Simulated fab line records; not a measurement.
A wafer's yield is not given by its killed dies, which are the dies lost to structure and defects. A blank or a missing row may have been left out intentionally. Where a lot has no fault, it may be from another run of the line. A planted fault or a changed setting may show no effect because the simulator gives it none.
Matching of chambers | flow n5 finfet | N5_BEOL_M0_SAQP_DESCUM_45 on rie diel-05 has 4 sister chambers
The step chemistry O2, time 7 s. 14 wafers are shown with their chamber, then 7 later ones without.

EACH WAFER AND ITS CHAMBER
wafer  | chamber | showerhead plenum p Torr (Torr) | drypump motor current A (A) | throttle valve pct (%)
L076.1 | 0       | 2.07                            | 6.4                         | 20.74
L076.2 | 1       | 2.16                            | 5.0                         | 20.23
L076.4 | 3       | 2.01                            | 5.5                         | 20.51
L078.1 | 2       | 2.00                            | 6.3                         | 20.76
L078.2 | 1       | 2.16                            | 5.1                         | 20.23
L078.3 | 3       | 2.01                            | 5.5                         | 20.54
L079.1 | 0       | 2.07                            | 6.5                         | 20.78
L079.2 | 3       | 2.01                            | 5.5                         | 20.54
L079.3 | 2       | 2.00                            | 6.4                         | 20.78
L083.1 | 2       | 1.99                            | 6.4                         | 20.79
L083.3 | 0       | 2.06                            | 6.4                         | 20.79
L083.5 | 0       | 2.06                            | 6.4                         | 20.78
L089.1 | 3       | 2.00                            | 5.5                         | 20.57
L089.3 | 0       | 2.06                            | 6.4                         | 20.81

SIGNATURES (means of the wafers above)
reading                  | chamber 0 | chamber 1 | chamber 2 | chamber 3 | scatter within a chamber
showerhead plenum p Torr | 2.0640    | 2.1600    | 1.9967    | 2.0075    | 0.00512
drypump motor current A  | 6.420     | 5.050     | 6.367     | 5.500     | 0.0443
throttle valve pct       | 20.7800   | 20.2300   | 20.7767   | 20.5400   | 0.0221
Rule: for each reading, subtract the chamber's mean from the wafer's reading, divide by that reading's scatter and square the result; add these up over the readings and take the root, which gives the wafer's distance from the chamber. The wafer belongs to the nearest chamber; if the next one is less than 2 further off, it can't be placed. The scatter is the square root of a quotient: the sum, over the shown wafers, of each reading's squared deviation from its chamber's mean, divided by wafers minus chambers.

WAFERS WITHOUT THEIR CHAMBER
wafer  | showerhead plenum p Torr (Torr) | drypump motor current A (A) | throttle valve pct (%)
L089.6 | 2.15                            | 5.0                         | 20.28
L090.1 | 1.99                            | 6.4                         | 20.80
L090.3 | 2.15                            | 5.0                         | 20.27
L090.5 | 2.00                            | 5.5                         | 20.57
L097.3 | 2.14                            | 5.0                         | 20.28
L097.4 | 2.14                            | 5.0                         | 20.30
L097.5 | 1.99                            | 5.5                         | 20.59

THE CHAMBER EACH PASSED THROUGH
wafer  | from the rows above | in truth
L089.6 | 1                   | 1
L090.1 | 2                   | 2
L090.3 | 1                   | 1
L090.5 | 3                   | 3
L097.3 | 1                   | 1
L097.4 | 1                   | 1
L097.5 | 3                   | 3
Correct placement for 7 of the 7. Left unplaced by these rows: 0. Placed wrongly: 0.
